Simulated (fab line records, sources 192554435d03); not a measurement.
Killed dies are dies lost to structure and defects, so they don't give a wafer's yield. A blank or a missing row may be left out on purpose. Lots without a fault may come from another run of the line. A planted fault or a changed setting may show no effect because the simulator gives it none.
fab line records | flow n5_finfet
record lots=24 wafers=72 last_day=18
route steps=1938 shown MOL_CONTACT_COAG@581 BEOL_M0_SAQP@651
lots that met no fault: from a run of the same line without faults
start_h: hours from the record's first day to the start of the lot's first wafer shown | wait_h: hours since the lot's step before | " the same as in the row above | L1.1+2: a row that stands for several wafers | - no value, or no start given | * or withheld: withheld | < > ~ a bound
route shown NAME@n: a module of which the file shows steps, and the number in the route of the first | usual: mean/standard deviation of fault-free wafers | same: alike in all rows | chamber/n: place in a boat | sites: the reading at each site | _std_site: their standard deviation | _edge_site: outer sites' mean less inner sites' | radius_mm: how far each site lies from the wafer's centre | mask NAME#n: copy n | behind: the tool/chamber that last shaped the wafer | hold: why the lot was held/for how many hours/how that ended | device: the transistor (n, p or np) that didn't switch | end of line: the same wafers' tests at the end of the route | a step without rows: its recipe alone | killed: dies lost to structure and defects at the first sort, not the wafer's yield | map: a wafer's dies, x killed, . not, _ none there
set.NAME: the setting as run; set.NAME@STEP: as run at that earlier step | model.NAME: the simulator's own value behind a step, which no gauge read
steps of the route over a sample of lots; a table a step, a row a wafer
services: from which hour (start_h, from the record's first day; less than 0 if before it) a tool's chamber was out of use, for how many hours, and why
## steps
# step N5_MOL_CONTACT_COAG_ETCH_91
# recipe chemistry=N2/H2 target=SOC target_depth_a=600 overetch_a=210 mask_material=SiARC temp_c=40 time_s=101.2 ion_energy_ev=200 pressure_mtorr=30 source_w=840 bias_w=150 n2_flow_sccm=200 h2_flow_sccm=200
# usual drypump_motor_current_A=5.8/0.45 n2_flow_sccm=200.0/0.58 oes_product_au=0.68/0.076 rf_vpp_V=524.6/1.8 showerhead_plenum_p_Torr=2.57/0.064 throttle_valve_pct=17.89/0.3
# same time_s=101.2
# columns lot.wafer tool chamber start_h wait_h drypump_motor_current_A n2_flow_sccm oes_product_au rf_hours_counter_h rf_vpp_V showerhead_plenum_p_Torr throttle_valve_pct
L074.2 rie_diel-01 1 101.82 0.0 6.4 199.0 0.75 39 525.7 2.58 17.32
L074.3 " 0 " " 6.7 201.8 0.60 226 525.6 2.63 18.06
L074.6 " 3 " " 5.5 199.1 0.61 - 521.7 2.52 18.04
L075.2 rie_diel-03 3 107.21 0.0 5.7 199.1 0.60 235 523.2 2.50 17.88
L075.5 " 3 " " 5.7 199.8 0.60 - 523.2 2.50 17.87
L075.6 " 1 " " 6.0 200.1 0.78 - 522.2 2.49 17.71
L076.1 rie_diel-03 0 114.53 0.0 5.9 200.0 0.57 256 524.5 2.60 18.30
L076.4 " 0 " " 5.8 200.3 0.57 - 526.6 2.60 18.30
L076.6 " 3 " " 5.7 199.5 0.60 - 523.9 2.50 17.87
L077.2 rie_diel-06 3 120.02 0.0 5.7 201.0 0.64 156 523.2 2.55 18.28
L077.5 " 3 " " 5.7 200.2 0.64 - 524.4 2.55 18.29
L077.6 " 2 " " 5.6 199.7 0.59 - 525.0 2.62 18.23
L078.1 rie_diel-01 0 125.70 0.0 6.7 200.3 0.59 236 526.9 2.63 18.09
L078.3 " 3 " " 5.5 199.8 0.60 204 523.8 2.52 18.05
L078.5 " 1 " " 6.4 200.9 0.74 - 524.5 2.57 17.32
L079.1 rie_diel-01 0 132.15 0.0 6.7 201.0 0.58 238 527.2 2.63 18.08
L079.2 " 1 " " 6.4 199.9 0.74 51 524.3 2.57 17.32
L079.4 " 2 " " 5.3 200.1 0.60 220 524.8 2.52 18.04
L080.1 rie_diel-06 2 135.65 0.0 5.5 200.6 0.59 232 526.1 2.62 18.22
L080.3 " 2 " " 5.5 200.3 0.59 - 525.9 2.62 18.23
L080.4 " 3 " " 5.7 198.7 0.64 - 523.1 2.54 18.31
L081.1 rie_diel-06 1 147.56 0.0 6.1 200.4 0.76 22 528.2 2.71 17.50
L081.3 " 3 " " 5.7 200.0 0.64 167 523.1 2.54 18.33
L081.5 " 3 " " 5.7 199.0 0.64 - 523.8 2.54 18.32
L082.2 rie_diel-01 1 151.20 0.0 6.5 199.7 0.73 58 525.5 2.57 17.35
L082.4 " 0 " " 6.7 199.9 0.58 245 525.7 2.62 18.10
L082.6 " 0 " " 6.7 200.7 0.59 - 525.5 2.62 18.07
L083.1 rie_diel-03 0 154.06 0.0 5.9 199.8 0.80 7 525.3 2.59 17.84
L083.5 " 1 " " 6.0 200.9 0.74 - 523.7 2.48 17.75
L083.6 " 0 " " 5.9 200.9 0.80 - 524.7 2.59 17.87
L084.3 rie_diel-01 1 164.37 0.0 6.4 200.4 0.73 63 525.2 2.57 17.35
L084.4 " 2 " " 5.3 199.6 0.59 231 524.0 2.51 18.07
L084.5 " 1 " " 6.4 200.2 0.73 - 525.4 2.57 17.35
L085.1 rie_diel-06 2 166.50 0.0 5.6 200.3 0.58 244 524.3 2.62 18.24
L085.4 " 1 " " 6.0 200.5 0.75 28 528.7 2.71 17.50
L085.5 " 0 " " 5.2 200.7 0.67 - 526.3 2.67 17.97
L086.1 rie_diel-01 2 176.84 0.0 5.3 199.8 0.59 238 523.5 2.51 18.06
L086.2 " 1 " " 6.4 199.2 0.72 69 526.5 2.57 17.37
L086.5 " 3 " " 5.5 199.8 0.59 - 523.4 2.51 18.08
L087.3 rie_diel-03 1 179.81 0.0 6.0 199.3 0.72 44 522.9 2.48 17.77
L087.4 " 0 " " 5.8 199.3 0.77 16 525.8 2.59 17.86
L087.6 " 1 " " 6.0 199.0 0.72 - 522.3 2.48 17.78
L088.2 rie_diel-06 1 185.46 0.0 6.1 200.6 0.74 36 528.7 2.71 17.53
L088.3 " 3 " " 5.7 199.6 0.62 179 524.6 2.54 18.33
L088.5 " 0 " " 5.1 200.3 0.66 - 527.7 2.66 17.98
L089.1 rie_diel-03 1 194.78 0.0 6.0 199.7 0.72 49 523.1 2.48 17.78
L089.2 " 2 " " 5.3 200.2 0.74 33 525.1 2.60 17.84
L089.4 " 3 " " 5.7 200.4 0.79 11 523.0 2.49 17.49
L090.3 rie_diel-06 0 197.30 0.0 5.2 199.8 0.66 143 526.8 2.66 17.99
L090.4 " 1 " " 6.0 200.0 0.73 - 527.2 2.70 17.54
L090.6 " 3 " " 5.7 200.3 0.63 - 521.5 2.53 18.34
L091.1 rie_diel-03 2 203.81 0.0 5.4 200.8 0.74 36 525.2 2.60 17.85
L091.3 " 1 " " 6.0 199.9 0.71 53 520.7 2.48 17.79
L091.4 " 3 " " 5.7 200.5 0.78 14 522.5 2.49 17.50
L092.2 rie_diel-01 3 204.13 0.0 5.5 200.0 0.58 233 523.2 2.51 18.12
L092.4 " 0 " " 6.7 199.8 0.78 7 525.5 2.62 17.59
L092.6 " 1 " " 6.4 200.0 0.71 - 525.2 2.56 17.39
L093.2 rie_diel-03 0 210.56 0.0 5.9 200.8 0.75 28 525.3 2.58 17.88
L093.5 " 2 " " 5.4 199.5 0.73 - 525.5 2.60 17.85
L093.6 " 3 " " 5.8 200.1 0.77 - 522.3 2.49 17.51
L094.1 rie_diel-03 2 220.14 0.0 5.3 200.4 0.72 42 524.4 2.59 17.86
L094.4 " 0 " " 5.8 200.9 0.75 30 524.7 2.58 17.89
L094.6 " 2 " " 5.3 199.8 0.73 - 524.2 2.59 17.84
L095.1 rie_diel-06 2 224.18 0.0 5.6 200.1 0.81 6 525.2 2.61 17.76
L095.3 " 1 " " 6.1 199.2 0.72 53 528.3 2.70 17.56
L095.4 " 0 " " 5.1 200.5 0.65 154 526.2 2.66 17.99
L096.2 rie_diel-01 3 230.50 0.0 5.4 199.8 0.58 245 522.4 2.50 18.11
L096.3 " 1 " " 6.4 199.4 0.70 90 524.9 2.56 17.39
L096.4 " 0 " " 6.7 198.8 0.76 17 524.7 2.61 17.61
L097.1 rie_diel-06 3 233.91 0.0 5.7 199.8 0.61 199 522.8 2.53 18.37
L097.2 " 2 " " 5.6 199.7 0.80 9 525.0 2.61 17.77
L097.6 " 0 " " 5.2 199.8 0.65 - 527.5 2.66 17.99
# step N5_MOL_CONTACT_COAG_INSPECT_42
# recipe mode=adi inspect_instrument=brightfield
# usual raw_defect_count=215/68
# columns lot.wafer tool chamber start_h wait_h raw_defect_count
L074.2 defect_inspect-01 - 102.68 0.0 124
L074.3 " - " " 134
L074.6 " - " " 120
L075.2 defect_inspect-01 - 108.07 0.0 161
L075.5 " - " " 109
L075.6 " - " " 218
L076.1 defect_inspect-01 - 115.52 0.1 249
L076.4 " - " " 303
L076.6 " - " " 243
L077.2 defect_inspect-02 - 121.02 0.0 219
L077.5 " - " " 240
L077.6 " - " " 218
L078.1 defect_inspect-01 - 126.80 0.1 113
L078.3 " - " " 117
L078.5 " - " " 148
L079.1 defect_inspect-01 - 133.02 0.1 167
L079.2 " - " " 131
L079.4 " - " " 143
L080.1 defect_inspect-01 - 136.78 0.1 316
L080.3 " - " " 323
L080.4 " - " " 261
L081.1 defect_inspect-02 - 148.42 0.1 186
L081.3 " - " " 206
L081.5 " - " " 183
L082.2 defect_inspect-02 - 152.19 0.0 163
L082.4 " - " " 122
L082.6 " - " " 187
L083.1 defect_inspect-01 - 154.98 0.1 175
L083.5 " - " " 231
L083.6 " - " " 252
L084.3 defect_inspect-01 - 165.37 0.0 412
L084.4 " - " " 248
L084.5 " - " " 363
L085.1 defect_inspect-01 - 167.42 0.1 199
L085.4 " - " " 267
L085.5 " - " " 176
L086.1 defect_inspect-02 - 177.71 0.1 158
L086.2 " - " " 127
L086.5 " - " " 193
L087.3 defect_inspect-01 - 180.68 0.0 237
L087.4 " - " " 174
L087.6 " - " " 270
L088.2 defect_inspect-02 - 186.33 0.0 159
L088.3 " - " " 160
L088.5 " - " " 156
L089.1 defect_inspect-01 - 195.65 0.1 141
L089.2 " - " " 147
L089.4 " - " " 229
L090.3 defect_inspect-02 - 198.30 0.0 173
L090.4 " - " " 156
L090.6 " - " " 164
L091.1 defect_inspect-02 - 204.69 0.1 250
L091.3 " - " " 295
L091.4 " - " " 209
L092.2 defect_inspect-02 - 205.14 0.0 165
L092.4 " - " " 87
L092.6 " - " " 206
L093.2 defect_inspect-01 - 211.55 0.0 209
L093.5 " - " " 313
L093.6 " - " " 212
L094.1 defect_inspect-02 - 221.13 0.1 310
L094.4 " - " " 347
L094.6 " - " " 282
L095.1 defect_inspect-01 - 225.04 0.1 299
L095.3 " - " " 199
L095.4 " - " " 176
L096.2 defect_inspect-01 - 231.49 0.0 265
L096.3 " - " " 265
L096.4 " - " " 234
L097.1 defect_inspect-02 - 234.78 0.1 266
L097.2 " - " " 264
L097.6 " - " " 339
# step N5_MOL_CONTACT_COAG_INSPECT_97
# recipe inspect_instrument=darkfield mode=post_anneal
# usual raw_defect_count=38/15
# columns lot.wafer tool chamber start_h wait_h raw_defect_count
L074.2 defect_inspect-01 - 109.97 0.0 80
L074.3 " - " " 61
L074.6 " - " " 49
L075.2 defect_inspect-02 - 112.97 0.0 37
L075.5 " - " " 25
L075.6 " - " " 20
L076.1 defect_inspect-01 - 120.35 0.0 59
L076.4 " - " " 42
L076.6 " - " " 71
L077.2 defect_inspect-01 - 125.89 0.0 40
L077.5 " - " " 52
L077.6 " - " " 17
L078.1 defect_inspect-02 - 132.79 0.0 31
L078.3 " - " " 35
L078.5 " - " " 50
L079.1 defect_inspect-01 - 138.65 0.0 34
L079.2 " - " " 40
L079.4 " - " " 57
L080.1 defect_inspect-02 - 141.65 0.0 27
L080.3 " - " " 26
L080.4 " - " " 34
L081.1 defect_inspect-01 - 153.09 0.0 41
L081.3 " - " " 53
L081.5 " - " " 35
L082.2 defect_inspect-02 - 156.95 0.0 25
L082.4 " - " " 22
L082.6 " - " " 48
L083.1 defect_inspect-02 - 159.93 0.0 49
L083.5 " - " " 26
L083.6 " - " " 24
L084.3 defect_inspect-01 - 170.06 0.1 44
L084.4 " - " " 59
L084.5 " - " " 34
L085.1 defect_inspect-01 - 173.02 0.0 17
L085.4 " - " " 36
L085.5 " - " " 42
L086.1 defect_inspect-01 - 182.67 0.0 39
L086.2 " - " " 23
L086.5 " - " " 27
L087.3 defect_inspect-01 - 185.78 0.1 20
L087.4 " - " " 24
L087.6 " - " " 44
L088.2 defect_inspect-01 - 191.08 0.1 42
L088.3 " - " " 34
L088.5 " - " " 25
L089.1 defect_inspect-01 - 200.47 0.0 38
L089.2 " - " " 36
L089.4 " - " " 32
L090.3 defect_inspect-02 - 203.51 0.1 26
L090.4 " - " " 34
L090.6 " - " " 55
L091.1 defect_inspect-01 - 209.34 0.0 38
L091.3 " - " " 45
L091.4 " - " " 26
L092.2 defect_inspect-01 - 212.36 0.0 35
L092.4 " - " " 19
L092.6 " - " " 25
L093.2 defect_inspect-02 - 216.31 0.0 17
L093.5 " - " " 30
L093.6 " - " " 41
L094.1 defect_inspect-01 - 225.80 0.0 35
L094.4 " - " " 32
L094.6 " - " " 26
L095.1 defect_inspect-01 - 229.86 0.0 50
L095.3 " - " " 27
L095.4 " - " " 44
L096.2 defect_inspect-02 - 236.26 0.0 111
L096.3 " - " " 59
L096.4 " - " " 68
L097.1 defect_inspect-02 - 239.58 0.0 22
L097.2 " - " " 19
L097.6 " - " " 33
# step N5_BEOL_M0_SAQP_INSPECT_16
# recipe mode=adi inspect_instrument=brightfield
# usual raw_defect_count=469/120
# columns lot.wafer tool chamber start_h wait_h raw_defect_count
L074.2 defect_inspect-02 - 112.17 0.0 731
L074.3 " - " " 657
L074.6 " - " " 385
L075.2 defect_inspect-01 - 114.28 0.0 519
L075.5 " - " " 591
L075.6 " - " " 530
L076.1 defect_inspect-02 - 122.38 0.0 437
L076.4 " - " " 598
L076.6 " - " " 474
L077.2 defect_inspect-02 - 127.78 0.0 354
L077.5 " - " " 451
L077.6 " - " " 339
L078.1 defect_inspect-01 - 135.70 0.0 447
L078.3 " - " " 424
L078.5 " - " " 280
L079.1 defect_inspect-01 - 141.78 0.0 564
L079.2 " - " " 495
L079.4 " - " " 790
L080.1 defect_inspect-01 - 143.24 0.0 324
L080.3 " - " " 399
L080.4 " - " " 352
L081.1 defect_inspect-01 - 154.84 0.0 347
L081.3 " - " " 543
L081.5 " - " " 419
L082.2 defect_inspect-02 - 159.19 0.0 410
L082.4 " - " " 516
L082.6 " - " " 308
L083.1 defect_inspect-01 - 162.32 0.0 359
L083.5 " - " " 310
L083.6 " - " " 443
L084.3 defect_inspect-01 - 172.43 0.0 598
L084.4 " - " " 470
L084.5 " - " " 470
L085.1 defect_inspect-02 - 174.91 0.0 396
L085.4 " - " " 349
L085.5 " - " " 548
L086.1 defect_inspect-01 - 184.39 0.0 401
L086.2 " - " " 416
L086.5 " - " " 452
L087.3 defect_inspect-02 - 190.06 0.0 456
L087.4 " - " " 787
L087.6 " - " " 552
L088.2 defect_inspect-02 - 193.81 0.0 310
L088.3 " - " " 369
L088.5 " - " " 256
L089.1 defect_inspect-01 - 202.44 0.0 567
L089.2 " - " " 314
L089.4 " - " " 344
L090.3 defect_inspect-02 - 205.65 0.0 722
L090.4 " - " " 638
L090.6 " - " " 684
L091.1 defect_inspect-02 - 212.03 0.0 511
L091.3 " - " " 413
L091.4 " - " " 537
L092.2 defect_inspect-02 - 215.57 0.0 388
L092.4 " - " " 335
L092.6 " - " " 323
L093.2 defect_inspect-01 - 220.43 0.0 453
L093.5 " - " " 318
L093.6 " - " " 532
L094.1 defect_inspect-01 - 227.44 0.0 475
L094.4 " - " " 503
L094.6 " - " " 468
L095.1 defect_inspect-01 - 235.21 0.0 508
L095.3 " - " " 511
L095.4 " - " " 404
L096.2 defect_inspect-02 - 238.90 0.0 448
L096.3 " - " " 313
L096.4 " - " " 410
L097.1 defect_inspect-02 - 242.65 0.0 460
L097.2 " - " " 575
L097.6 " - " " 603
# step N5_BEOL_M0_SAQP_CD_MEAS_25
# recipe target_cd_nm=13.1 landing_energy_ev=1000 detector=se_inlens
# usual cd_nm=12.79/0.21
# columns lot.wafer tool chamber start_h wait_h cd_nm
L074.2 cd_sem-02 0 114.68 0.1 12.99
L074.3 " 0 " " 13.08
L074.6 " 0 " " 13.21
L075.2 cd_sem-02 0 116.21 0.1 13.02
L075.5 " 0 " " 12.70
L075.6 " 0 " " 12.62
L076.1 cd_sem-03 0 123.98 0.1 12.93
L076.4 " 0 " " 12.83
L076.6 " 0 " " 12.53
L077.2 cd_sem-02 0 130.32 0.1 12.31
L077.5 " 0 " " 12.90
L077.6 " 0 " " 12.89
L078.1 cd_sem-01 0 137.60 0.1 12.69
L078.3 " 0 " " 12.86
L078.5 " 0 " " 12.77
L079.1 cd_sem-01 0 144.13 0.1 12.92
L079.2 " 0 " " 12.92
L079.4 " 0 " " 12.63
L080.1 cd_sem-03 0 145.61 0.1 12.68
L080.3 " 0 " " 12.83
L080.4 " 0 " " 12.72
L081.1 cd_sem-01 0 156.44 0.1 12.92
L081.3 " 0 " " 12.88
L081.5 " 0 " " 12.72
L082.2 cd_sem-03 0 161.77 0.1 12.54
L082.4 " 0 " " 12.90
L082.6 " 0 " " 12.41
L083.1 cd_sem-03 0 165.38 0.1 13.14
L083.5 " 0 " " 12.90
L083.6 " 0 " " 12.86
L084.3 cd_sem-01 0 174.90 0.1 13.14
L084.4 " 0 " " 13.11
L084.5 " 0 " " 12.56
L085.1 cd_sem-03 0 178.71 0.1 12.98
L085.4 " 0 " " 12.78
L085.5 " 0 " " 12.66
L086.1 cd_sem-03 0 186.08 0.1 12.78
L086.2 " 0 " " 12.89
L086.5 " 0 " " 13.26
L087.3 cd_sem-02 0 192.10 0.1 12.91
L087.4 " 0 " " 12.39
L087.6 " 0 " " 12.91
L088.2 cd_sem-01 0 196.23 0.1 12.94
L088.3 " 0 " " 12.77
L088.5 " 0 " " 12.70
L089.1 cd_sem-02 0 204.88 0.1 12.78
L089.2 " 0 " " 12.55
L089.4 " 0 " " 13.13
L090.3 cd_sem-01 0 207.60 0.1 12.67
L090.4 " 0 " " 12.69
L090.6 " 0 " " 12.77
L091.1 cd_sem-01 0 213.67 0.1 12.89
L091.3 " 0 " " 13.18
L091.4 " 0 " " 12.86
L092.2 cd_sem-02 0 218.17 0.1 12.82
L092.4 " 0 " " 12.77
L092.6 " 0 " " 13.17
L093.2 cd_sem-01 0 223.22 0.1 12.58
L093.5 " 0 " " 12.55
L093.6 " 0 " " 12.60
L094.1 cd_sem-03 0 229.57 0.1 13.08
L094.4 " 0 " " 12.89
L094.6 " 0 " " 12.96
L095.1 cd_sem-02 0 237.50 0.1 12.81
L095.3 " 0 " " 12.76
L095.4 " 0 " " 12.86
L096.2 cd_sem-02 0 240.54 0.1 12.75
L096.3 " 0 " " 13.03
L096.4 " 0 " " 13.07
L097.1 cd_sem-01 0 244.29 0.1 12.79
L097.2 " 0 " " 12.65
L097.6 " 0 " " 12.59
# step N5_BEOL_M0_SAQP_MANDREL2_REMOVE_110
# recipe chemistry=HBr/Cl2/O2 bt_time_s=10 target=a-Si stop_on=SiCN endpoint=OES-SiCl over_etch_frac=1 icp_w=600 bias_w=30 HBr_flow_sccm=150 Cl2_flow_sccm=80 O2_flow_sccm=5 pressure_mtorr=10
# usual HBr_flow_sccm=150.0/0.38 drypump_motor_current_A=5.5/0.47 oes_product_au=0.992/0.014 throttle_valve_pct=36.9/0.31
# columns lot.wafer tool chamber start_h wait_h HBr_flow_sccm drypump_motor_current_A oes_product_au rf_hours_counter_h throttle_valve_pct
L074.2 rie_si-06 2 116.64 0.1 149.3 6.5 0.992 5 36.3
L074.3 " 1 " " 150.5 4.8 0.990 97 37.3
L074.6 " 1 " " 149.9 4.8 0.991 - 37.3
L075.2 rie_si-03 3 118.04 0.1 150.6 5.9 1.003 176 36.7
L075.5 " 2 " " 150.0 5.3 1.026 - 36.5
L075.6 " 3 " " 150.2 5.9 0.993 - 36.7
L076.1 rie_si-01 0 125.63 0.1 149.5 5.0 0.989 5 37.0
L076.4 " 1 " " 149.9 5.6 0.982 97 36.9
L076.6 " 0 " " 150.4 5.0 0.993 - 37.0
L077.2 rie_si-03 0 131.97 0.1 150.1 5.1 1.004 27 36.8
L077.5 " 1 " " 149.8 5.8 0.989 - 37.2
L077.6 " 0 " " 150.1 5.1 1.005 - 36.8
L078.1 rie_si-06 1 139.25 0.1 149.8 4.8 0.999 97 37.3
L078.3 " 3 " " 150.4 5.5 0.976 123 37.3
L078.5 " 2 " " 150.5 6.5 0.996 - 36.3
L079.1 rie_si-01 0 145.96 0.1 150.3 5.0 0.998 6 37.0
L079.2 " 1 " " 149.7 5.7 0.964 97 36.9
L079.4 " 3 " " 149.7 5.8 0.997 87 36.9
L080.1 rie_si-06 1 147.37 0.1 150.0 4.8 1.001 97 37.3
L080.3 " 2 " " 149.9 6.5 1.004 5 36.3
L080.4 " 0 " " 150.1 5.4 0.994 135 36.9
L081.1 rie_si-01 2 158.21 0.1 150.4 5.8 0.994 168 37.3
L081.3 " 0 " " 150.2 5.0 1.005 6 37.0
L081.5 " 1 " " 150.3 5.6 0.977 - 36.9
L082.2 rie_si-03 3 163.76 0.1 149.8 5.9 0.989 176 36.7
L082.4 " 2 " " 150.3 5.4 1.007 141 36.5
L082.6 " 2 " " 150.2 5.3 1.026 - 36.5
L083.1 rie_si-01 0 167.04 0.1 149.5 5.0 0.986 6 37.0
L083.5 " 3 " " 150.3 5.8 0.988 - 36.9
L083.6 " 2 " " 149.9 5.8 1.000 - 37.3
L084.3 rie_si-01 3 179.52 0.1 149.5 5.9 0.989 87 36.9
L084.4 " 1 " " 150.1 5.6 0.965 98 36.9
L084.5 " 3 " " 150.0 5.8 0.989 - 36.9
L085.1 rie_si-06 3 180.85 0.1 150.4 5.5 0.971 124 37.3
L085.4 " 0 " " 149.2 5.4 0.984 136 36.9
L085.5 " 3 " " 149.8 5.5 0.967 - 37.3
L086.1 rie_si-06 2 187.84 0.1 149.4 6.5 0.987 6 36.3
L086.2 " 3 " " 149.9 5.5 0.962 124 37.3
L086.5 " 2 " " 149.4 6.5 0.995 - 36.3
L087.3 rie_si-01 2 194.02 0.1 149.5 5.8 0.993 168 37.3
L087.4 " 3 " " 149.7 5.9 0.993 87 36.9
L087.6 " 0 " " 150.3 5.0 0.981 - 37.0
L088.2 rie_si-06 0 197.88 0.1 150.6 5.4 0.991 136 36.9
L088.3 " 3 " " 150.3 5.5 0.967 124 37.3
L088.5 " 2 " " 150.6 6.5 0.999 - 36.3
L089.1 rie_si-06 2 206.66 0.1 150.1 6.4 0.993 6 36.3
L089.2 " 3 " " 150.0 5.5 0.965 125 37.3
L089.4 " 1 " " 150.2 4.8 1.002 98 37.3
L090.3 rie_si-01 0 209.76 0.1 150.4 5.0 1.002 7 36.9
L090.4 " 2 " " 149.1 5.8 1.006 169 37.3
L090.6 " 3 " " 149.5 5.8 1.005 - 36.9
L091.1 rie_si-03 2 215.47 0.1 150.0 5.3 1.018 142 36.5
L091.3 " 0 " " 149.9 5.1 0.999 - 36.8
L091.4 " 2 " " 149.8 5.3 1.012 - 36.5
L092.2 rie_si-06 0 220.11 0.1 150.2 5.4 0.986 137 36.9
L092.4 " 1 " " 150.7 4.8 0.989 99 37.3
L092.6 " 0 " " 150.1 5.4 0.989 - 36.9
L093.2 rie_si-03 2 224.97 0.1 149.4 5.3 1.008 142 36.5
L093.5 " 2 " " 149.0 5.3 1.019 - 36.5
L093.6 " 0 " " 150.4 5.1 0.995 - 36.8
L094.1 rie_si-01 1 231.34 0.1 149.9 5.6 0.977 99 36.9
L094.4 " 3 " " 150.6 5.8 1.004 88 36.9
L094.6 " 3 " " 149.6 5.9 0.999 - 36.9
L095.1 rie_si-01 1 239.18 0.1 149.7 5.6 0.976 99 36.9
L095.3 " 2 " " 149.8 5.8 1.005 169 37.3
L095.4 " 3 " " 149.5 5.8 1.005 88 36.9
L096.2 rie_si-03 0 242.18 0.1 150.3 5.1 0.996 29 36.8
L096.3 " 3 " " 149.9 5.9 0.992 177 36.7
L096.4 " 2 " " 149.8 5.4 1.022 143 36.5
L097.1 rie_si-06 1 246.44 0.1 149.8 4.8 0.989 99 37.3
L097.2 " 3 " " 149.9 5.5 0.962 126 37.3
L097.6 " 1 " " 150.1 4.8 1.000 - 37.3
## services
# columns tool chamber start_h hours kind
rie_diel-06 2 78.60 4.3 repair
rie_diel-01 3 80.46 4.2 repair
rie_diel-03 2 91.31 7.1 repair
rie_si-06 - 93.60 2.1 repair
rie_diel-03 2 98.71 - clean
rie_diel-03 2 98.71 - consumable_replace:focus_ring
rie_diel-03 2 98.71 21.3 scheduled_down
rie_diel-03 2 98.71 21.3 vent_cycle
rie_diel-03 - 111.30 2.4 repair
rie_diel-03 0 120.24 - clean
rie_diel-03 0 120.24 - consumable_replace:focus_ring
rie_diel-03 0 120.24 20.2 scheduled_down
rie_diel-03 0 120.24 20.2 vent_cycle
rie_diel-06 1 132.23 6.0 repair
rie_diel-06 0 133.63 5.5 repair
rie_si-03 3 138.95 7.1 repair
rie_diel-06 - 139.31 0.5 repair
rie_diel-06 3 155.87 5.8 repair
rie_si-03 1 165.83 4.1 repair
rie_si-01 - 200.69 0.3 repair
rie_si-03 3 206.51 30.3 repair
rie_si-03 1 209.33 14.4 repair
rie_diel-03 - 221.21 0.3 repair
rie_si-06 2 245.23 5.5 repair
## key
fault none
